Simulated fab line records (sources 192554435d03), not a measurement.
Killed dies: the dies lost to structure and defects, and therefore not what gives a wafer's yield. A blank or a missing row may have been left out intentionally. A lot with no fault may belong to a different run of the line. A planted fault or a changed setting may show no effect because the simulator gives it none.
Matching of chambers + flow n5 finfet + 3 sister chambers for N5_BEOL_M8_DEP_56 on pecvd-03
The step deposits SiCN from 3MS/NH3, target thk 10 nm, time 17.5 s. 3 wafers are shown with their chamber, then 7 later ones without.

## WAFERS, EACH WITH ITS CHAMBER
| wafer  | chamber | throttle valve pct (%) |
|--------|---------|------------------------|
| L086.4 | 2       | 8.2                    |
| L086.5 | 1       | 8.7                    |
| L089.5 | 0       | 8.9                    |

## WAFERS MISSING THEIR CHAMBER
| wafer  | throttle valve pct (%) |
|--------|------------------------|
| L089.6 | 8.3                    |
| L091.1 | 8.5                    |
| L091.3 | 8.8                    |
| L091.6 | 9.1                    |
| L096.1 | 8.8                    |
| L096.3 | 8.7                    |
| L096.5 | 8.4                    |

## WHICH CHAMBER EACH ONE RAN IN
| wafer  | from the rows above          | in truth                   |
|--------|------------------------------|----------------------------|
| L089.6 | 2                            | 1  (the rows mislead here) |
| L091.1 | can't be placed: 1 or 2 or 0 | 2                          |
| L091.3 | can't be placed: 0 or 1      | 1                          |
| L091.6 | can't be placed: 0 or 1      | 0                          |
| L096.1 | can't be placed: 0 or 1      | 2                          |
| L096.3 | can't be placed: 1 or 0      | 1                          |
| L096.5 | can't be placed: 2 or 1      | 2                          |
Correct placement for 0 of the 7. From these rows, 6 cannot be placed; in 5 the true chamber is one of the candidates. Number placed wrongly: 1.
How it was worked out, from the rows above alone: a wafer's distance from a chamber is the root of the sum, over the readings, of the square of ((its reading less the chamber's mean) divided by the reading's scatter). The wafer belongs to the nearest chamber; if the next one is less than 2 further off, it can't be placed. The mean given for a chamber averages the wafers shown for that chamber. The scatter (one wafer shown for each chamber): square how far every hidden wafer sits from the nearest shown wafer, average those squares and take the square root.
